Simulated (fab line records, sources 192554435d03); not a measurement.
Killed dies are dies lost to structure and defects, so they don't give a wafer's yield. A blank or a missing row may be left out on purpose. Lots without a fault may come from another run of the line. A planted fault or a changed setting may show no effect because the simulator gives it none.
Split-lot experiment | flow n5_finfet | 7 lots, 21 wafers read, on a route of 1938 steps

THE SPLIT
At N5_BEOL_M9_HM_DEP_02 (deposits TiN, target thk 20 nm), the setting target_thk_a was moved away from the recipe's 200 angstrom on 6 of the 21 wafers read, by -12.6% to +11.7%. The other wafers ran this setting at the recipe's value.

FROM THE SPLIT TO THE READING: what the file shows between them, 8 steps
- N5_BEOL_M9_COAT_59: time 60 s, resist thk 100 nm
- N5_BEOL_M9_COAT_60: time 60 s, resist thk 30 nm
- N5_BEOL_M9_STRIP_68: strips in N2/H2
- N5_BEOL_M9_STRIP_67: strips in CF4
- N5_BEOL_M9_HM_OPEN_17: chemistry Cl2/BCl3, target TiN, target depth 20 nm, overetch 6 nm
- N5_BEOL_M9_STRIP_19: strips in O2
- N5_BEOL_M9_STRIP_73: strips in C4F6/O2
- N5_BEOL_M9_STRIP_36: strips in N2/H2

THE READING
TiN_of_BEOL_M9_HM_DEP_02.thk_nm (the simulator's own value, which no gauge read), in nm, at N5_BEOL_M9_TRENCH_ETCH_37 (etches SiCOH lowk in C4F6/O2, target depth 151.43 nm, time 49 s). The file gives no usual value for it. The 15 wafers here that ran the recipe average 15.9 nm, standard deviation 0.33 nm.

wafer  | tool, chamber at the split | target_thk_a as run, angstrom | against the recipe | TiN_of_BEOL_M9_HM_DEP_02.thk_nm, nm | against lot-mates on the recipe
L076.3 | pvd_sputter-02, -          | 200                           | recipe             | 15.8                                | -
L076.5 | pvd_sputter-02, -          | 200                           | recipe             | 15.8                                | -
L076.6 | pvd_sputter-02, -          | 200                           | recipe             | 16.4                                | -
L079.2 | pvd_sputter-02, -          | 200                           | recipe             | 15.8                                | -
L079.5 | pvd_sputter-02, -          | 200                           | recipe             | 16.4                                | -
L079.6 | pvd_sputter-02, -          | 200                           | recipe             | 16                                  | -
L078.1 | pvd_sputter-02, -          | 200                           | recipe             | 16.4                                | -
L078.3 | pvd_sputter-02, -          | 223.3                         | +11.7%             | 18.4                                | +2.1
L078.6 | pvd_sputter-02, -          | 200                           | recipe             | 16.2                                | -
L080.1 | pvd_sputter-02, -          | 200                           | recipe             | 15.4                                | -
L080.3 | pvd_sputter-02, -          | 200                           | recipe             | 15.6                                | -
L080.4 | pvd_sputter-02, -          | 200                           | recipe             | 15.6                                | -
L083.3 | pvd_sputter-03, -          | 174.8                         | -12.6%             | 12.8                                | -2.8
L083.4 | pvd_sputter-03, -          | 174.8                         | -12.6%             | 13.4                                | -2.2
L083.6 | pvd_sputter-03, -          | 200                           | recipe             | 15.6                                | -
L085.3 | pvd_sputter-01, -          | 200                           | recipe             | 16.2                                | -
L085.5 | pvd_sputter-01, -          | 200                           | recipe             | 16.2                                | -
L085.6 | pvd_sputter-01, -          | 187.4                         | -6.3%              | 14.6                                | -1.6
L087.2 | pvd_sputter-01, -          | 187.5                         | -6.2%              | 14.4                                | -1.2
L087.5 | pvd_sputter-01, -          | 187.5                         | -6.2%              | 14.4                                | -1.2
L087.4 | pvd_sputter-01, -          | 200                           | recipe             | 15.6                                | -

THE FIT
A straight line over all 21 wafers: TiN_of_BEOL_M9_HM_DEP_02.thk_nm changes by +0.223 nm for each +1% of target_thk_a; r = +0.97; the points scatter about the line by 0.32 nm.
The same after taking each lot's own level away (the mean of its wafers on the recipe; 21 wafers): +0.196 nm for each +1%; r = +0.98; scatter 0.21 nm.
On that fit, the largest move of target_thk_a shifts the reading by 2.5 nm.
The lots' own levels span 15.53 to 16.30 nm, that is 2.3 times the standard deviation above.
So the lot-to-lot level changes the slope: the two fits differ.
Check: with one of the wafers moved furthest among these (-12.6%) left out of the fit, the line predicts -2.37 nm for it against its lot-mates. It came out at -2.8 nm against them.

THE WHOLE CHAIN: every reading that the file lists as answering this split, in the file's order
step                      | what it does                                                      | reading                                                                          | change (the file's fit)               | r (the file's)
N5_BEOL_M9_HM_DEP_02      | deposits TiN, target thk 20 nm                                    | TiN_of_BEOL_M9_HM_DEP_02.thk_nm (the simulator's own value, which no gauge read) | +0.21 nm for each +1% of the setting  | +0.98
N5_BEOL_M9_HM_OPEN_17     | chemistry Cl2/BCl3, target TiN, target depth 20 nm, overetch 6 nm | etch.depth_nm (the simulator's own value, which no gauge read)                   | +0.203 nm for each +1% of the setting | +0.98
N5_BEOL_M9_TRENCH_ETCH_37 | etches SiCOH lowk in C4F6/O2, target depth 151.43 nm, time 49 s   | TiN_of_BEOL_M9_HM_DEP_02.thk_nm (the simulator's own value, which no gauge read) | +0.197 nm for each +1% of the setting | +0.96

THE FILE'S OWN FIT
TiN_of_BEOL_M9_HM_DEP_02.thk_nm changes by +0.197 nm for each +1% of target_thk_a, r = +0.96.
